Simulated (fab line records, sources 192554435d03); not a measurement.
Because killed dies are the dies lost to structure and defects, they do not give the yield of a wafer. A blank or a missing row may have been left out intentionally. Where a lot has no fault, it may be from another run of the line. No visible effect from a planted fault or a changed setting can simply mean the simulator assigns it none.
Split-lot study ; flow n5_finfet ; route with 1938 steps; 7 lots, 21 wafers read

== SPLIT DETAILS ==
At N5_BEOL_M10_TRENCH_ETCH_37 (etches SiCOH lowk in C4F6/O2, target depth 148.83 nm, time 48 s), the setting source_w was moved away from the recipe's 345 W on 9 of the 21 wafers read, by -16.6% to +13.1%. All remaining wafers had this setting at the recipe value.

The reading is taken at the split's own step.

== THE READING ==
rf_vpp_V, in V, at N5_BEOL_M10_TRENCH_ETCH_37 (etches SiCOH lowk in C4F6/O2, target depth 148.83 nm, time 48 s). On this fab line, fault-free wafers typically give 661 V with a standard deviation of 12 V.

wafer;tool, chamber at the split;source_w as run, W;against the recipe;rf_vpp_V, V;against lot-mates on the recipe
L077.2;rie_diel-04, 0;345;recipe;667;-
L077.4;rie_diel-04, 2;345;recipe;645;-
L077.5;rie_diel-04, 1;345;recipe;654;-
L075.1;rie_diel-05, 1;345;recipe;666;-
L075.5;rie_diel-05, 3;345;recipe;687;-
L075.6;rie_diel-05, 0;390.3;+13.1%;627;-50
L081.2;rie_diel-02, 0;345;recipe;665;-
L081.4;rie_diel-02, 2;345;recipe;668;-
L081.6;rie_diel-02, 2;345;recipe;667;-
L090.4;rie_diel-02, 2;369;+7.0%;645;no lot-mate on the recipe
L090.5;rie_diel-02, 0;369;+7.0%;643;no lot-mate on the recipe
L090.6;rie_diel-02, 1;369;+7.0%;657;no lot-mate on the recipe
L091.3;rie_diel-04, 1;345;recipe;653;-
L091.5;rie_diel-04, 3;287.8;-16.6%;729;+80
L091.6;rie_diel-04, 2;345;recipe;645;-
L092.1;rie_diel-04, 0;366.7;+6.3%;644;-10
L092.3;rie_diel-04, 1;345;recipe;654;-
L092.4;rie_diel-04, 3;366.7;+6.3%;647;-7
L093.1;rie_diel-05, 1;294.6;-14.6%;722;+36
L093.3;rie_diel-05, 3;345;recipe;686;-
L093.6;rie_diel-05, 1;294.6;-14.6%;721;+35

FIT RESULTS
A straight line over all 21 wafers: rf_vpp_V changes by -3.46 V for each +1% of source_w; r = -0.92; the points scatter about the line by 12 V.
The same after taking each lot's own level away (the mean of its wafers on the recipe; 18 wafers): -3.25 V for each +1%; r = -0.92; scatter 11 V.
The reading moves by 54 V for the largest change in source_w, on that fit.
The span of the lots' own levels, 649.0 to 686.0 V, comes to 3.1 times the standard deviation stated above.
The two slopes agree, so the slope changes little with the lot-to-lot level.
Check: +43.6 V against its lot-mates is what the line predicts for one of the wafers moved furthest among these (-16.6%) when that wafer is left out of the fit. Against them it came out at +80 V.
Tool readings at the split's step, against how far the setting was moved: rf_vpp_V r = -0.92.

== OTHER SPLITS ON THESE WAFERS ==
These wafers also went through other splits before the reading. Each is held against what the fit with the lots' levels taken away leaves over:
other split on the same wafers;wafers away from the commonest value;r with rf_vpp_V (lot level and that fit taken away)
N5_BEOL_M6_TRENCH_ETCH_37 time_s;8;-0.35
N5_BEOL_M7_DEP_56 time_s;10;+0.19
N5_BEOL_M8_EXPOSE_25 dose_mj;8;+0.39
N5_BEOL_M8_DESCUM_33 time_s;7;-0.20
N5_BEOL_M10_VIA_ETCH_34 time_s;4;-0.15

== FILE'S OWN FIT ==
rf_vpp_V changes by -3.64 V for each +1% of source_w, r = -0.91.
